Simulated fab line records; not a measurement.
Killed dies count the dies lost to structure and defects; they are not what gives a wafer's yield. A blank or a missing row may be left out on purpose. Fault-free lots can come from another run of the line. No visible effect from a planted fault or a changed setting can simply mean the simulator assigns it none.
Matching of chambers    flow nandHarc    NHARC_A_BLC_ALD_23 on aldMetal-01 has 4 sister chambers
The step deposits TiN, target thk 3 nm, pulse time 1 s, ald cycles 150. 14 wafers are shown with their chamber, then 7 later ones without.

== WAFERS PAIRED WITH THEIR CHAMBERS ==
wafer   chamber  heaterPowerW (W)  precursorPulseHeightRel
L467.1  3        1249              0.980
L467.3  2        1160              0.952
L467.6  3        1288              0.985
L469.2  2        1147              0.992
L469.3  1        1024              1.020
L469.5  2        1174              0.962
L475.1  1        1034              1.027
L475.3  3        1280              1.006
L475.4  0        1051              0.995
L477.1  1        1043              1.009
L477.3  3        1292              1.036
L477.6  1        1053              1.013
L481.2  1        1090              0.970
L481.4  0        1026              0.992

SIGNATURES (averages over the wafers above)
reading                  chamber 0  chamber 1  chamber 2  chamber 3  scatter within a chamber
heaterPowerW             1038.50    1048.80    1160.33    1277.25    21
precursorPulseHeightRel  0.99350    1.00780    0.96867    1.00175    0.0219
Rule: for each reading, subtract the chamber's mean from the wafer's reading, divide by that reading's scatter and square the result; add these up over the readings and take the root, which gives the wafer's distance from the chamber. The wafer belongs to the nearest chamber; if the next one is less than 2 further off, it can't be placed. The scatter: the root of (the sum of the squares of (reading less its chamber's mean) over the shown wafers, divided by (wafers less chambers)).

== WAFERS WITH NO CHAMBER GIVEN ==
wafer   heaterPowerW (W)  precursorPulseHeightRel
L481.6  1132              0.971
L483.2  1183              1.000
L483.3  1014              1.010
L483.4  1158              0.994
L484.3  1018              1.015
L484.4  1202              1.002
L484.5  1000              1.025

== THE CHAMBER EACH PASSED THROUGH ==
wafer    from the rows above       in truth
L481.6   2                         2
L483.2   2                         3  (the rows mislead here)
L483.3   can't be placed: 0 or 1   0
L483.4   2                         2
L484.3   can't be placed: 0 or 1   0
L484.4   can't be placed: 2 or 3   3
L484.5   can't be placed: 0 or 1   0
2 of 7 placed correctly. Can't be placed from these rows: 4 (the true chamber is among the candidates in 4). Number placed wrongly: 1.
